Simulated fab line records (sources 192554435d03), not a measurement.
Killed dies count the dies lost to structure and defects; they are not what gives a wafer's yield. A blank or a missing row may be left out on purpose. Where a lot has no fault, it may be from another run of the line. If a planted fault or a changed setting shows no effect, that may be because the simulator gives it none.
Chamber matching / flow n5-finfet / rie-diel-06 running N5_BEOL_M15_ETCH_61: 4 sister chambers
The step etches BARC in N2/H2, target depth 89 nm, overetch 26.7 nm, time 67.9 s. 8 wafers are shown with their chamber, then 7 later ones without.

## EACH WAFER AND ITS CHAMBER
wafer=L080.5; chamber=3; showerhead-plenum-p-Torr (Torr)=2.67; drypump-motor-current-A (A)=5.91
wafer=L084.2; chamber=3; showerhead-plenum-p-Torr (Torr)=2.66; drypump-motor-current-A (A)=5.93
wafer=L085.5; chamber=1; showerhead-plenum-p-Torr (Torr)=2.50; drypump-motor-current-A (A)=5.30
wafer=L089.1; chamber=2; showerhead-plenum-p-Torr (Torr)=2.63; drypump-motor-current-A (A)=5.44
wafer=L089.3; chamber=0; showerhead-plenum-p-Torr (Torr)=2.50; drypump-motor-current-A (A)=5.80
wafer=L089.4; chamber=1; showerhead-plenum-p-Torr (Torr)=2.50; drypump-motor-current-A (A)=5.30
wafer=L088.1; chamber=2; showerhead-plenum-p-Torr (Torr)=2.62; drypump-motor-current-A (A)=5.45
wafer=L088.4; chamber=0; showerhead-plenum-p-Torr (Torr)=2.50; drypump-motor-current-A (A)=5.81

## WAFERS MISSING THEIR CHAMBER
wafer=L088.5; showerhead-plenum-p-Torr (Torr)=2.63; drypump-motor-current-A (A)=5.42
wafer=L090.3; showerhead-plenum-p-Torr (Torr)=2.62; drypump-motor-current-A (A)=5.43
wafer=L090.5; showerhead-plenum-p-Torr (Torr)=2.66; drypump-motor-current-A (A)=5.89
wafer=L090.6; showerhead-plenum-p-Torr (Torr)=2.50; drypump-motor-current-A (A)=5.75
wafer=L096.1; showerhead-plenum-p-Torr (Torr)=2.49; drypump-motor-current-A (A)=5.29
wafer=L096.4; showerhead-plenum-p-Torr (Torr)=2.49; drypump-motor-current-A (A)=5.77
wafer=L096.6; showerhead-plenum-p-Torr (Torr)=2.65; drypump-motor-current-A (A)=5.90

## EACH ONE'S CHAMBER
wafer=L088.5; from the rows above=2; in truth=2
wafer=L090.3; from the rows above=2; in truth=2
wafer=L090.5; from the rows above=3; in truth=3
wafer=L090.6; from the rows above=0; in truth=0
wafer=L096.1; from the rows above=1; in truth=1
wafer=L096.4; from the rows above=0; in truth=0
wafer=L096.6; from the rows above=3; in truth=3
Placed correctly: 7 of 7. From these rows, 0 cannot be placed. 0 placed wrongly.
How it was worked out, from the rows above alone: a wafer's distance from a chamber is the root of the sum, over the readings, of the square of ((its reading less the chamber's mean) divided by the reading's scatter). If the next closest chamber is less than 2 further off than the closest, the wafer can't be placed; otherwise it belongs to the closest. The mean given for a chamber averages the wafers shown for that chamber. The scatter: the root of (the sum of the squares of (reading less its chamber's mean) over the shown wafers, divided by (wafers less chambers)).
